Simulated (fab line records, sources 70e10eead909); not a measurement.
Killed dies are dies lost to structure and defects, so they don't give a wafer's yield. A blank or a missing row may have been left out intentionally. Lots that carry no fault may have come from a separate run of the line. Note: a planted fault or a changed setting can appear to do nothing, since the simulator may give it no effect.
fab line records :: flow nand-harc
[record]
  lots = 13
  wafers = 39
  last-day = 24
route steps=1159 shown A_CONTACT@843 A_BONDPAD@1083 THIN_TSV@1137 END@1159
lots that met no fault: taken from a fault-free run of the same line
start-h: start of the lot's first displayed wafer, in hours after the record's first day :: wait-h: time in hours since the lot's previous step :: " same as the row above :: L1.1+2: several wafers, shown together as one row :: - either no value or no given start :: * or withheld: withheld :: < > ~ a bound
route shown NAME@n: NAME is a module with steps in the file, n the number in the route of the first one :: usual: the fault-free wafers' mean and standard deviation :: same: alike in all rows :: chamber/n: place in a boat :: sites: per-site readings :: _std_site: standard deviation across them :: _edge_site: mean of outer sites minus mean of inner sites :: radius-mm: how far each site lies from the wafer's centre :: mask NAME#n: copy n :: behind: the last tool/chamber to shape the wafer :: hold: why the lot was held/for how many hours/how that ended :: device: transistor that didn't switch, given as n, p or np :: end of line: the route-end tests of the same wafers :: step lacking rows: just its recipe :: killed: count of dies lost to structure and defects at first sort (not the wafer's yield) :: map: the dies of a wafer, with x for killed, . for not killed, _ for no die there
set.NAME: the run value of the setting; set.NAME@STEP: its run value at that earlier step :: model.NAME: the simulator's own value behind a step, which no gauge read
route steps across a sampled set of lots; one table per step, one row per wafer
services: from which hour (start-h, from the record's first day; less than 0 if before it) a tool's chamber was out of use, for how many hours, and why
[[steps]]
[step NHARC_A_CONTACT_DEP_29]
[recipe]
  target-thk-a = 700
  target-thk-nm = 70
  temp-c = 400
  pressure-torr = 3.5
  flow-sccm = 200
  rf-w = 350
  material = SiON
[usual]
  heater-power-w = 733/100
lot.wafer: L185.1
tool: pecvd-01
chamber: 0
start-h: 361.76
wait-h: 1.8
heater-power-w: 944

lot.wafer: L185.2
tool: pecvd-01
chamber: 1
start-h: 361.76
wait-h: 1.8
heater-power-w: 652

lot.wafer: L185.5
tool: pecvd-01
chamber: 2
start-h: 361.76
wait-h: 1.8
heater-power-w: 506

lot.wafer: L186.3
tool: pecvd-01
chamber: 0
start-h: 371.97
wait-h: 1.1
heater-power-w: 841

lot.wafer: L186.2
tool: pecvd-01
chamber: 1
start-h: 371.97
wait-h: 1.1
heater-power-w: 675

lot.wafer: L186.5
tool: pecvd-01
chamber: 0
start-h: 371.97
wait-h: 1.1
heater-power-w: 875

lot.wafer: L188.3
tool: pecvd-01
chamber: 1
start-h: 373.26
wait-h: 1.1
heater-power-w: 647

lot.wafer: L188.4
tool: pecvd-01
chamber: 1
start-h: 373.26
wait-h: 1.1
heater-power-w: 646

lot.wafer: L188.6
tool: pecvd-01
chamber: 2
start-h: 373.26
wait-h: 1.1
heater-power-w: 538

lot.wafer: L187.2
tool: pecvd-04
chamber: 2
start-h: 391.86
wait-h: 1.6
heater-power-w: 665

lot.wafer: L187.5
tool: pecvd-04
chamber: 0
start-h: 391.86
wait-h: 1.6
heater-power-w: 758

lot.wafer: L187.4
tool: pecvd-04
chamber: 1
start-h: 391.86
wait-h: 1.6
heater-power-w: 805

lot.wafer: L190.2
tool: pecvd-03
chamber: 1
start-h: 403.20
wait-h: 1.5
heater-power-w: 788

lot.wafer: L190.3
tool: pecvd-03
chamber: 2
start-h: 403.20
wait-h: 1.5
heater-power-w: 774

lot.wafer: L190.6
tool: pecvd-03
chamber: 0
start-h: 403.20
wait-h: 1.5
heater-power-w: 788

lot.wafer: L191.2
tool: pecvd-01
chamber: 2
start-h: 405.49
wait-h: 1.6
heater-power-w: 603

lot.wafer: L191.6
tool: pecvd-01
chamber: 0
start-h: 405.49
wait-h: 1.6
heater-power-w: 833

lot.wafer: L191.4
tool: pecvd-01
chamber: 1
start-h: 405.49
wait-h: 1.6
heater-power-w: 607

lot.wafer: L193.1
tool: pecvd-04
chamber: 1
start-h: 421.14
wait-h: 1.9
heater-power-w: 774

lot.wafer: L193.3
tool: pecvd-04
chamber: 2
start-h: 421.14
wait-h: 1.9
heater-power-w: 719

lot.wafer: L193.5
tool: pecvd-04
chamber: 1
start-h: 421.14
wait-h: 1.9
heater-power-w: 781

lot.wafer: L194.1
tool: pecvd-04
chamber: 0
start-h: 421.31
wait-h: 1.9
heater-power-w: 815

lot.wafer: L194.3
tool: pecvd-04
chamber: 1
start-h: 421.31
wait-h: 1.9
heater-power-w: 762

lot.wafer: L194.5
tool: pecvd-04
chamber: 0
start-h: 421.31
wait-h: 1.9
heater-power-w: 658

lot.wafer: L196.1
tool: pecvd-04
chamber: 0
start-h: 430.96
wait-h: 1.9
heater-power-w: 775

lot.wafer: L196.4
tool: pecvd-04
chamber: 0
start-h: 430.96
wait-h: 1.9
heater-power-w: 755

lot.wafer: L196.5
tool: pecvd-04
chamber: 2
start-h: 430.96
wait-h: 1.9
heater-power-w: 663

lot.wafer: L204.1
tool: pecvd-04
chamber: 1
start-h: 461.38
wait-h: 1.9
heater-power-w: 742

lot.wafer: L204.2
tool: pecvd-04
chamber: 2
start-h: 461.38
wait-h: 1.9
heater-power-w: 670

lot.wafer: L204.6
tool: pecvd-04
chamber: 2
start-h: 461.38
wait-h: 1.9
heater-power-w: 661

lot.wafer: L202.1
tool: pecvd-01
chamber: 2
start-h: 466.95
wait-h: 1.9
heater-power-w: 623

lot.wafer: L202.6
tool: pecvd-01
chamber: 2
start-h: 466.95
wait-h: 1.9
heater-power-w: 615

lot.wafer: L202.4
tool: pecvd-01
chamber: 0
start-h: 466.95
wait-h: 1.9
heater-power-w: 810

lot.wafer: L205.1
tool: pecvd-04
chamber: 2
start-h: 490.37
wait-h: 1.9
heater-power-w: 640

lot.wafer: L205.6
tool: pecvd-04
chamber: 0
start-h: 490.37
wait-h: 1.9
heater-power-w: 729

lot.wafer: L205.4
tool: pecvd-04
chamber: 1
start-h: 490.37
wait-h: 1.9
heater-power-w: 765

lot.wafer: L206.3
tool: pecvd-03
chamber: 2
start-h: 505.05
wait-h: 1.1
heater-power-w: 707

lot.wafer: L206.1
tool: pecvd-03
chamber: 1
start-h: 505.05
wait-h: 1.1
heater-power-w: 807

lot.wafer: L206.6
tool: pecvd-03
chamber: 0
start-h: 505.05
wait-h: 1.1
heater-power-w: 842
[step NHARC_A_BONDPAD_PRE_CLEAN_26]
[recipe]
  time-s = 30
  temp-c = 280
  gas = H2/He
[usual]
  heater-power-w = 415/39
lot.wafer: L185.2
tool: pvd-sputter-01
chamber: -
start-h: -
wait-h: -
heater-power-w: 403

lot.wafer: L185.1
tool: pvd-sputter-01
chamber: -
start-h: -
wait-h: -
heater-power-w: 490

lot.wafer: L185.5
tool: pvd-sputter-01
chamber: -
start-h: -
wait-h: -
heater-power-w: 396

lot.wafer: L188.4
tool: pvd-sputter-01
chamber: -
start-h: -
wait-h: -
heater-power-w: 392

lot.wafer: L188.3
tool: pvd-sputter-01
chamber: -
start-h: -
wait-h: -
heater-power-w: 367

lot.wafer: L188.6
tool: pvd-sputter-01
chamber: -
start-h: -
wait-h: -
heater-power-w: 417

lot.wafer: L186.3
tool: pvd-sputter-02
chamber: -
start-h: -
wait-h: -
heater-power-w: 438

lot.wafer: L186.2
tool: pvd-sputter-02
chamber: -
start-h: -
wait-h: -
heater-power-w: 412

lot.wafer: L186.5
tool: pvd-sputter-02
chamber: -
start-h: -
wait-h: -
heater-power-w: 457

lot.wafer: L187.2
tool: pvd-sputter-01
chamber: -
start-h: -
wait-h: -
heater-power-w: 406

lot.wafer: L187.4
tool: pvd-sputter-01
chamber: -
start-h: -
wait-h: -
heater-power-w: 402

lot.wafer: L187.5
tool: pvd-sputter-01
chamber: -
start-h: -
wait-h: -
heater-power-w: 368

lot.wafer: L190.2
tool: pvd-sputter-03
chamber: -
start-h: -
wait-h: -
heater-power-w: 417

lot.wafer: L190.3
tool: pvd-sputter-03
chamber: -
start-h: -
wait-h: -
heater-power-w: 398

lot.wafer: L190.6
tool: pvd-sputter-03
chamber: -
start-h: -
wait-h: -
heater-power-w: 429

lot.wafer: L191.2
tool: pvd-sputter-02
chamber: -
start-h: -
wait-h: -
heater-power-w: 413

lot.wafer: L191.4
tool: pvd-sputter-02
chamber: -
start-h: -
wait-h: -
heater-power-w: 441

lot.wafer: L191.6
tool: pvd-sputter-02
chamber: -
start-h: -
wait-h: -
heater-power-w: 422

lot.wafer: L193.3
tool: pvd-sputter-01
chamber: -
start-h: -
wait-h: -
heater-power-w: 362

lot.wafer: L193.1
tool: pvd-sputter-01
chamber: -
start-h: -
wait-h: -
heater-power-w: 395

lot.wafer: L193.5
tool: pvd-sputter-01
chamber: -
start-h: -
wait-h: -
heater-power-w: 347

lot.wafer: L194.3
tool: pvd-sputter-02
chamber: -
start-h: -
wait-h: -
heater-power-w: 406

lot.wafer: L194.1
tool: pvd-sputter-02
chamber: -
start-h: -
wait-h: -
heater-power-w: 479

lot.wafer: L194.5
tool: pvd-sputter-02
chamber: -
start-h: -
wait-h: -
heater-power-w: 404

lot.wafer: L196.4
tool: pvd-sputter-01
chamber: -
start-h: -
wait-h: -
heater-power-w: 392

lot.wafer: L196.1
tool: pvd-sputter-01
chamber: -
start-h: -
wait-h: -
heater-power-w: 369

lot.wafer: L196.5
tool: pvd-sputter-01
chamber: -
start-h: -
wait-h: -
heater-power-w: 405

lot.wafer: L204.2
tool: pvd-sputter-02
chamber: -
start-h: -
wait-h: -
heater-power-w: 368

lot.wafer: L204.1
tool: pvd-sputter-02
chamber: -
start-h: -
wait-h: -
heater-power-w: 431

lot.wafer: L204.6
tool: pvd-sputter-02
chamber: -
start-h: -
wait-h: -
heater-power-w: 473

lot.wafer: L202.1
tool: pvd-sputter-03
chamber: -
start-h: -
wait-h: -
heater-power-w: 430

lot.wafer: L202.6
tool: pvd-sputter-03
chamber: -
start-h: -
wait-h: -
heater-power-w: 403

lot.wafer: L205.4
tool: pvd-sputter-01
chamber: -
start-h: -
wait-h: -
heater-power-w: 356

lot.wafer: L205.1
tool: pvd-sputter-01
chamber: -
start-h: -
wait-h: -
heater-power-w: 498

lot.wafer: L205.6
tool: pvd-sputter-01
chamber: -
start-h: -
wait-h: -
heater-power-w: 373

lot.wafer: L206.3
tool: pvd-sputter-03
chamber: -
start-h: -
wait-h: -
heater-power-w: 433

lot.wafer: L206.1
tool: pvd-sputter-03
chamber: -
start-h: -
wait-h: -
heater-power-w: 396

lot.wafer: L206.6
tool: pvd-sputter-03
chamber: -
start-h: -
wait-h: -
heater-power-w: 426
[step NHARC_A_BONDPAD_ANNEAL_28]
[recipe]
  temp-c = 225
  time-s = 90
[usual]
  anneal-temp-c = 224.95/0.17
  wafer_temp_C_max = 225.9/0.32
lot.wafer: L185.1
tool: rtp-anneal-02
chamber: 0
start-h: 415.69
wait-h: -
anneal-temp-c: 224.91
wafer_temp_C_max: 225.8

lot.wafer: L185.2
tool: rtp-anneal-02
chamber: 0
start-h: 415.69
wait-h: -
anneal-temp-c: 225.14
wafer_temp_C_max: 226.0

lot.wafer: L185.5
tool: rtp-anneal-02
chamber: 0
start-h: 415.69
wait-h: -
anneal-temp-c: 224.81
wafer_temp_C_max: 225.7

lot.wafer: L188.3
tool: rtp-anneal-01
chamber: 0
start-h: 428.15
wait-h: 0.3
anneal-temp-c: 225.10
wafer_temp_C_max: 225.8

lot.wafer: L188.4
tool: rtp-anneal-01
chamber: 0
start-h: 428.15
wait-h: 0.3
anneal-temp-c: 225.22
wafer_temp_C_max: 225.7

lot.wafer: L188.6
tool: rtp-anneal-01
chamber: 0
start-h: 428.15
wait-h: 0.3
anneal-temp-c: 225.16
wafer_temp_C_max: 226.4

lot.wafer: L186.2
tool: rtp-anneal-02
chamber: 0
start-h: 428.41
wait-h: 0.4
anneal-temp-c: 224.98
wafer_temp_C_max: 226.1

lot.wafer: L186.3
tool: rtp-anneal-02
chamber: 0
start-h: 428.41
wait-h: 0.4
anneal-temp-c: 225.07
wafer_temp_C_max: 225.8

lot.wafer: L186.5
tool: rtp-anneal-02
chamber: 0
start-h: 428.41
wait-h: 0.4
anneal-temp-c: 224.92
wafer_temp_C_max: 226.1

lot.wafer: L187.2
tool: rtp-anneal-01
chamber: 0
start-h: 432.68
wait-h: 0.5
anneal-temp-c: 224.62
wafer_temp_C_max: 226.1

lot.wafer: L187.4
tool: rtp-anneal-01
chamber: 0
start-h: 432.68
wait-h: 0.5
anneal-temp-c: 224.83
wafer_temp_C_max: 226.1

lot.wafer: L187.5
tool: rtp-anneal-01
chamber: 0
start-h: 432.68
wait-h: 0.5
anneal-temp-c: 224.92
wafer_temp_C_max: 226.1

lot.wafer: L190.2
tool: rtp-anneal-02
chamber: 0
start-h: 453.13
wait-h: -
anneal-temp-c: 225.05
wafer_temp_C_max: 225.9

lot.wafer: L190.3
tool: rtp-anneal-02
chamber: 0
start-h: 453.13
wait-h: -
anneal-temp-c: 224.84
wafer_temp_C_max: 225.9

lot.wafer: L190.6
tool: rtp-anneal-02
chamber: 0
start-h: 453.13
wait-h: -
anneal-temp-c: 225.15
wafer_temp_C_max: 226.0

lot.wafer: L191.2
tool: rtp-anneal-01
chamber: 0
start-h: 453.75
wait-h: 0.4
anneal-temp-c: 225.01
wafer_temp_C_max: 226.3

lot.wafer: L191.4
tool: rtp-anneal-01
chamber: 0
start-h: 453.75
wait-h: 0.4
anneal-temp-c: 224.97
wafer_temp_C_max: 226.6

lot.wafer: L191.6
tool: rtp-anneal-01
chamber: 0
start-h: 453.75
wait-h: 0.4
anneal-temp-c: 224.81
wafer_temp_C_max: 226.1

lot.wafer: L193.1
tool: rtp-anneal-02
chamber: 0
start-h: 458.98
wait-h: 0.3
anneal-temp-c: 225.09
wafer_temp_C_max: 226.0

lot.wafer: L193.3
tool: rtp-anneal-02
chamber: 0
start-h: 458.98
wait-h: 0.3
anneal-temp-c: 225.08
wafer_temp_C_max: 225.9

lot.wafer: L193.5
tool: rtp-anneal-02
chamber: 0
start-h: 458.98
wait-h: 0.3
anneal-temp-c: 224.85
wafer_temp_C_max: 225.4

lot.wafer: L194.1
tool: rtp-anneal-02
chamber: 0
start-h: 459.40
wait-h: -
anneal-temp-c: 224.93
wafer_temp_C_max: 226.0

lot.wafer: L194.3
tool: rtp-anneal-02
chamber: 0
start-h: 459.40
wait-h: -
anneal-temp-c: 224.79
wafer_temp_C_max: 226.0

lot.wafer: L194.5
tool: rtp-anneal-02
chamber: 0
start-h: 459.40
wait-h: -
anneal-temp-c: 225.05
wafer_temp_C_max: 225.9

lot.wafer: L196.1
tool: rtp-anneal-02
chamber: 0
start-h: 476.20
wait-h: -
anneal-temp-c: 225.02
wafer_temp_C_max: 225.7

lot.wafer: L196.4
tool: rtp-anneal-02
chamber: 0
start-h: 476.20
wait-h: -
anneal-temp-c: 224.98
wafer_temp_C_max: 225.9

lot.wafer: L196.5
tool: rtp-anneal-02
chamber: 0
start-h: 476.20
wait-h: -
anneal-temp-c: 224.97
wafer_temp_C_max: 225.5

lot.wafer: L204.1
tool: rtp-anneal-01
chamber: 0
start-h: 508.57
wait-h: 0.4
anneal-temp-c: 225.03
wafer_temp_C_max: 226.5

lot.wafer: L204.2
tool: rtp-anneal-01
chamber: 0
start-h: 508.57
wait-h: 0.4
anneal-temp-c: 224.98
wafer_temp_C_max: 226.1

lot.wafer: L204.6
tool: rtp-anneal-01
chamber: 0
start-h: 508.57
wait-h: 0.4
anneal-temp-c: 224.87
wafer_temp_C_max: 226.2

lot.wafer: L202.1
tool: rtp-anneal-01
chamber: 0
start-h: 518.66
wait-h: -
anneal-temp-c: 224.94
wafer_temp_C_max: 225.8

lot.wafer: L202.6
tool: rtp-anneal-01
chamber: 0
start-h: 518.66
wait-h: -
anneal-temp-c: 225.15
wafer_temp_C_max: 226.2

lot.wafer: L205.1
tool: rtp-anneal-02
chamber: 0
start-h: 529.03
wait-h: -
anneal-temp-c: 224.73
wafer_temp_C_max: 225.9

lot.wafer: L205.4
tool: rtp-anneal-02
chamber: 0
start-h: 529.03
wait-h: -
anneal-temp-c: 224.69
wafer_temp_C_max: 225.8

lot.wafer: L205.6
tool: rtp-anneal-02
chamber: 0
start-h: 529.03
wait-h: -
anneal-temp-c: 224.72
wafer_temp_C_max: 226.2

lot.wafer: L206.1
tool: rtp-anneal-01
chamber: 0
start-h: 545.03
wait-h: 0.3
anneal-temp-c: 224.91
wafer_temp_C_max: 226.1

lot.wafer: L206.3
tool: rtp-anneal-01
chamber: 0
start-h: 545.03
wait-h: 0.3
anneal-temp-c: 225.11
wafer_temp_C_max: 225.7

lot.wafer: L206.6
tool: rtp-anneal-01
chamber: 0
start-h: 545.03
wait-h: 0.3
anneal-temp-c: 224.96
wafer_temp_C_max: 225.8
[step NHARC_THIN_TSV_PRE_CLEAN_54]
[recipe]
  time-s = 30
  temp-c = 280
  gas = H2/He
[usual]
  heater-power-w = 417/35
lot.wafer: L185.1
tool: pvd-sputter-01
chamber: -
start-h: 436.34
wait-h: 0.1
heater-power-w: 396

lot.wafer: L185.2
tool: pvd-sputter-01
chamber: -
start-h: 436.34
wait-h: 0.1
heater-power-w: 411

lot.wafer: L185.5
tool: pvd-sputter-01
chamber: -
start-h: 436.34
wait-h: 0.1
heater-power-w: 361

lot.wafer: L188.4
tool: pvd-sputter-01
chamber: -
start-h: 447.83
wait-h: 0.0
heater-power-w: 397

lot.wafer: L188.3
tool: pvd-sputter-01
chamber: -
start-h: 447.83
wait-h: 0.0
heater-power-w: 412

lot.wafer: L188.6
tool: pvd-sputter-01
chamber: -
start-h: 447.83
wait-h: 0.0
heater-power-w: 404

lot.wafer: L186.3
tool: pvd-sputter-02
chamber: -
start-h: 449.45
wait-h: 0.1
heater-power-w: 470

lot.wafer: L186.2
tool: pvd-sputter-02
chamber: -
start-h: 449.45
wait-h: 0.1
heater-power-w: 409

lot.wafer: L186.5
tool: pvd-sputter-02
chamber: -
start-h: 449.45
wait-h: 0.1
heater-power-w: 430

lot.wafer: L187.2
tool: pvd-sputter-01
chamber: -
start-h: 453.73
wait-h: 0.1
heater-power-w: 376

lot.wafer: L187.4
tool: pvd-sputter-01
chamber: -
start-h: 453.73
wait-h: 0.1
heater-power-w: 412

lot.wafer: L187.5
tool: pvd-sputter-01
chamber: -
start-h: 453.73
wait-h: 0.1
heater-power-w: 405

lot.wafer: L190.3
tool: pvd-sputter-01
chamber: -
start-h: 474.21
wait-h: 0.1
heater-power-w: 390

lot.wafer: L190.2
tool: pvd-sputter-01
chamber: -
start-h: 474.21
wait-h: 0.1
heater-power-w: 355

lot.wafer: L190.6
tool: pvd-sputter-01
chamber: -
start-h: 474.21
wait-h: 0.1
heater-power-w: 404

lot.wafer: L191.2
tool: pvd-sputter-03
chamber: -
start-h: 475.04
wait-h: 0.0
heater-power-w: 416

lot.wafer: L191.4
tool: pvd-sputter-03
chamber: -
start-h: 475.04
wait-h: 0.0
heater-power-w: 400

lot.wafer: L191.6
tool: pvd-sputter-03
chamber: -
start-h: 475.04
wait-h: 0.0
heater-power-w: 412

lot.wafer: L193.3
tool: pvd-sputter-03
chamber: -
start-h: 477.92
wait-h: 0.1
heater-power-w: 429

lot.wafer: L193.1
tool: pvd-sputter-03
chamber: -
start-h: 477.92
wait-h: 0.1
heater-power-w: 402

lot.wafer: L193.5
tool: pvd-sputter-03
chamber: -
start-h: 477.92
wait-h: 0.1
heater-power-w: 439

lot.wafer: L194.3
tool: pvd-sputter-03
chamber: -
start-h: 480.07
wait-h: 0.1
heater-power-w: 442

lot.wafer: L194.1
tool: pvd-sputter-03
chamber: -
start-h: 480.07
wait-h: 0.1
heater-power-w: 409

lot.wafer: L194.5
tool: pvd-sputter-03
chamber: -
start-h: 480.07
wait-h: 0.1
heater-power-w: 416

lot.wafer: L196.1
tool: pvd-sputter-03
chamber: -
start-h: 496.47
wait-h: 0.1
heater-power-w: 406

lot.wafer: L196.4
tool: pvd-sputter-03
chamber: -
start-h: 496.47
wait-h: 0.1
heater-power-w: 427

lot.wafer: L196.5
tool: pvd-sputter-03
chamber: -
start-h: 496.47
wait-h: 0.1
heater-power-w: 395

lot.wafer: L204.2
tool: pvd-sputter-01
chamber: -
start-h: 530.53
wait-h: 0.1
heater-power-w: 381

lot.wafer: L204.1
tool: pvd-sputter-01
chamber: -
start-h: 530.53
wait-h: 0.1
heater-power-w: 347

lot.wafer: L204.6
tool: pvd-sputter-01
chamber: -
start-h: 530.53
wait-h: 0.1
heater-power-w: 391

lot.wafer: L202.1
tool: pvd-sputter-03
chamber: -
start-h: 538.50
wait-h: 0.1
heater-power-w: 440

lot.wafer: L202.6
tool: pvd-sputter-03
chamber: -
start-h: 538.50
wait-h: 0.1
heater-power-w: 411

lot.wafer: L205.4
tool: pvd-sputter-02
chamber: -
start-h: 549.18
wait-h: 0.1
heater-power-w: 486

lot.wafer: L205.1
tool: pvd-sputter-02
chamber: -
start-h: 549.18
wait-h: 0.1
heater-power-w: 444

lot.wafer: L205.6
tool: pvd-sputter-02
chamber: -
start-h: 549.18
wait-h: 0.1
heater-power-w: 408

lot.wafer: L206.3
tool: pvd-sputter-03
chamber: -
start-h: 563.43
wait-h: 0.1
heater-power-w: 404

lot.wafer: L206.1
tool: pvd-sputter-03
chamber: -
start-h: 563.43
wait-h: 0.1
heater-power-w: 396

lot.wafer: L206.6
tool: pvd-sputter-03
chamber: -
start-h: 563.43
wait-h: 0.1
heater-power-w: 440
[step NHARC_END_SORT_01]
[recipe]
  temp-c = 25
[usual]
  killed-at-array = 25/10
  killed-at-other = 0.6/0.91
  killed-at-periphery = 3.6/2.9
  killed-dies = 29/10
  killed-open = 3.3/2
  killed-short = 1.9/1.5
[same]
  gross-dies = 677
lot.wafer: L202.1
tool: prober-01
chamber: 0
start-h: 548.32
wait-h: 2.5
killed-at-array: 36
killed-at-other: 2
killed-at-periphery: 2
killed-dies: 40
killed-open: 2
killed-short: 1

lot.wafer: L202.4
tool: prober-01
chamber: 0
start-h: 550.73
wait-h: 3.4
killed-at-array: 673
killed-at-other: 0
killed-at-periphery: 3
killed-dies: 676
killed-open: 2
killed-short: 3

lot.wafer: L202.6
tool: prober-01
chamber: 0
start-h: 552.34
wait-h: 4.0
killed-at-array: 37
killed-at-other: 2
killed-at-periphery: 2
killed-dies: 41
killed-open: 2
killed-short: 0
// killed by level:class
L202.1 A_SLIT:chamber-film-flake=17 A_STAIRCASE:chamber-film-flake=10 A_CONTACT:chamber-film-flake=5 THIN_TSV:chamber-film-flake=2 A_ONON_D1:geometric-particle:short=1 A_CHANNEL_HOLE_D1:chamber-film-flake=1 A_CHANNEL_FILL_D1:geometric-particle:open=1 A_CONTACT:geometric-particle:open=1
L202.4 A_CONTACT:area-dep=640 A_SLIT:chamber-film-flake=13 A_CHANNEL_HOLE_D1:chamber-film-flake=6 A_CONTACT:chamber-film-flake=6 A_STAIRCASE:chamber-film-flake=4 P_M0:geometric-particle:open=1 P_M2:geometric-particle:short=1 A_ONON_D1:geometric-particle:open=1
L202.6 A_SLIT:chamber-film-flake=16 A_CONTACT:chamber-film-flake=8 A_STAIRCASE:chamber-film-flake=5 A_CHANNEL_HOLE_D1:chamber-film-flake=3 P_ZERO_WELL:chamber-film-flake=2 A_BLC:chamber-film-flake=2 THIN_TSV:chamber-film-flake=2 A_WL_FILL:geometric-particle:open=1
[[services]]
tool: pvd-sputter-02
chamber: -
start-h: 338.36
hours: 14.5
kind: repair

tool: pecvd-04
chamber: 2
start-h: 348.54
hours: 4.4
kind: repair

tool: pecvd-03
chamber: 0
start-h: 362.61
hours: 15.2
kind: repair

tool: pvd-sputter-02
chamber: -
start-h: 370.20
hours: 12.2
kind: repair

tool: pecvd-04
chamber: -
start-h: 376.03
hours: 13.0
kind: pm

tool: pecvd-04
chamber: 0
start-h: 376.03
hours: 13.0
kind: vent-cycle

tool: pecvd-04
chamber: 1
start-h: 376.03
hours: 13.0
kind: vent-cycle

tool: pvd-sputter-03
chamber: -
start-h: 387.14
hours: 4.8
kind: repair

tool: pvd-sputter-02
chamber: -
start-h: 392.00
hours: 10.0
kind: pm

tool: pecvd-04
chamber: 0
start-h: 397.12
hours: 12.1
kind: repair

tool: pecvd-03
chamber: -
start-h: 407.82
hours: 2.8
kind: repair

tool: pecvd-01
chamber: -
start-h: 418.05
hours: 13.0
kind: pm

tool: pecvd-04
chamber: 1
start-h: 423.40
hours: 20.0
kind: repair

tool: pvd-sputter-02
chamber: -
start-h: 428.71
hours: 2.8
kind: repair

tool: pecvd-04
chamber: -
start-h: 438.43
hours: 3.3
kind: repair

tool: pvd-sputter-03
chamber: -
start-h: 458.08
hours: 10.0
kind: pm

tool: pecvd-03
chamber: -
start-h: 473.90
hours: 13.0
kind: pm

tool: pecvd-01
chamber: 2
start-h: 502.57
hours: 4.8
kind: repair

tool: pvd-sputter-01
chamber: -
start-h: 506.66
hours: 4.6
kind: repair

tool: pvd-sputter-01
chamber: -
start-h: 514.02
hours: 10.0
kind: pm

tool: pvd-sputter-02
chamber: -
start-h: 529.72
hours: 0.5
kind: repair

tool: pecvd-04
chamber: 1
start-h: 539.83
hours: 3.6
kind: repair

tool: pvd-sputter-03
chamber: -
start-h: 545.79
hours: 7.3
kind: repair

tool: pecvd-04
chamber: -
start-h: 557.03
hours: 13.0
kind: pm
[[key]]
[first-sign]
  step = NHARC_END_SORT_01
  reading = killed-dies
  direction = up
  sigmas = 63
  usual = 29
  struck = 676
[effect]
  step = NHARC_END_SORT_01
  reading = killed-at-array
  direction = up
  sigmas = 62
  usual = 25
  struck = 673
[more-kills-born-at]
  NHARC_A_CONTACT_DEP_29@pecvd-01 = 640
met-at NHARC_A_CONTACT_DEP_29
struck-lots L202
struck-wafers L202.4
later-rows-left-out L202.4
tester-left-out L202
not-acting-at NHARC_A_BONDPAD_PRE_CLEAN_26,NHARC_A_BONDPAD_ANNEAL_28,NHARC_THIN_TSV_PRE_CLEAN_54
onset-between 405.49 466.95
[fault]
  kind = process-parameter-drift
  tool = pecvd-01
  chamber = 0
  onset-h = 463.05
  steps = NHARC_A_CONTACT_DEP_29
  channel = target-thk-a
  offset = *
  shape = step
  end-h = 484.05
  acts-in = *
  stated = *
// tester-left-out: of these lots the tester's yield and bins aren't shown, on N5 and GAA mostly nor the transistor test; their killed dies are dies lost to structure and defects alone, not to doping, threshold or leakage, so they don't give the yield
// later-rows-left-out: the simulator's readings of these wafers behind a module that went badly wrong aren't trusted and aren't shown, but for the sort
